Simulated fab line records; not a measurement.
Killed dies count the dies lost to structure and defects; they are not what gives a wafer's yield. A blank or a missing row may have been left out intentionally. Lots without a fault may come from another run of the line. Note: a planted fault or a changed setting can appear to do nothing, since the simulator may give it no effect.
Matching of chambers :: flow n5-finfet :: 4 sister chambers for N5_HKMG_FIN_ALD_71 on ald-metal-03
The step deposits TiN, target thk 1 nm, pulse time 1 s, purge time 3 s. 18 wafers are shown with their chamber, then 9 later ones without.

WAFERS WITH THEIR CHAMBER
wafer: L075.1
chamber: 1
heater-power-w (W): 1037
precursor-pulse-height-rel: 0.992

wafer: L075.3
chamber: 2
heater-power-w (W): 657
precursor-pulse-height-rel: 0.991

wafer: L075.5
chamber: 1
heater-power-w (W): 1032
precursor-pulse-height-rel: 1.017

wafer: L077.1
chamber: 3
heater-power-w (W): 949
precursor-pulse-height-rel: 1.012

wafer: L077.2
chamber: 1
heater-power-w (W): 1061
precursor-pulse-height-rel: 0.988

wafer: L077.3
chamber: 0
heater-power-w (W): 851
precursor-pulse-height-rel: 1.020

wafer: L077.4
chamber: 2
heater-power-w (W): 655
precursor-pulse-height-rel: 1.045

wafer: L077.5
chamber: 3
heater-power-w (W): 934
precursor-pulse-height-rel: 1.035

wafer: L077.6
chamber: 2
heater-power-w (W): 662
precursor-pulse-height-rel: 1.016

wafer: L080.1
chamber: 2
heater-power-w (W): 666
precursor-pulse-height-rel: 0.980

wafer: L080.3
chamber: 3
heater-power-w (W): 924
precursor-pulse-height-rel: 0.975

wafer: L080.5
chamber: 1
heater-power-w (W): 1029
precursor-pulse-height-rel: 0.999

wafer: L083.1
chamber: 1
heater-power-w (W): 1009
precursor-pulse-height-rel: 0.968

wafer: L083.2
chamber: 2
heater-power-w (W): 653
precursor-pulse-height-rel: 1.009

wafer: L083.3
chamber: 0
heater-power-w (W): 847
precursor-pulse-height-rel: 0.995

wafer: L083.4
chamber: 3
heater-power-w (W): 944
precursor-pulse-height-rel: 1.030

wafer: L083.5
chamber: 0
heater-power-w (W): 862
precursor-pulse-height-rel: 0.984

wafer: L083.6
chamber: 3
heater-power-w (W): 934
precursor-pulse-height-rel: 1.041

SIGNATURES, as means of the wafers listed above
reading: heater-power-w
chamber 0: 853.33
chamber 1: 1033.60
chamber 2: 658.60
chamber 3: 937.00
scatter within a chamber: 12

reading: precursor-pulse-height-rel
chamber 0: 0.99967
chamber 1: 0.99280
chamber 2: 1.00820
chamber 3: 1.01860
scatter within a chamber: 0.0228
Rule: a wafer's distance from a chamber is the root of the sum, over the readings, of the square of ((its reading less the chamber's mean) divided by the reading's scatter). The wafer belongs to the nearest chamber; if the next one is less than 2 further off, it can't be placed. The scatter: the root of (the sum of the squares of (reading less its chamber's mean) over the shown wafers, divided by (wafers less chambers)).

WAFERS WHOSE CHAMBER IS MISSING
wafer: L085.3
heater-power-w (W): 1047
precursor-pulse-height-rel: 0.985

wafer: L085.4
heater-power-w (W): 656
precursor-pulse-height-rel: 1.005

wafer: L085.6
heater-power-w (W): 662
precursor-pulse-height-rel: 1.033

wafer: L095.1
heater-power-w (W): 1041
precursor-pulse-height-rel: 1.006

wafer: L095.3
heater-power-w (W): 954
precursor-pulse-height-rel: 1.000

wafer: L095.4
heater-power-w (W): 645
precursor-pulse-height-rel: 1.005

wafer: L096.1
heater-power-w (W): 864
precursor-pulse-height-rel: 0.997

wafer: L096.3
heater-power-w (W): 1036
precursor-pulse-height-rel: 1.028

wafer: L096.4
heater-power-w (W): 941
precursor-pulse-height-rel: 1.014

EACH ONE'S CHAMBER
wafer: L085.3
from the rows above: 1
in truth: 1

wafer: L085.4
from the rows above: 2
in truth: 2

wafer: L085.6
from the rows above: 2
in truth: 2

wafer: L095.1
from the rows above: 1
in truth: 1

wafer: L095.3
from the rows above: 3
in truth: 3

wafer: L095.4
from the rows above: 2
in truth: 2

wafer: L096.1
from the rows above: 0
in truth: 0

wafer: L096.3
from the rows above: 1
in truth: 1

wafer: L096.4
from the rows above: 3
in truth: 3
Correct placement for 9 of the 9. Left unplaced by these rows: 0. Number placed wrongly: 0.
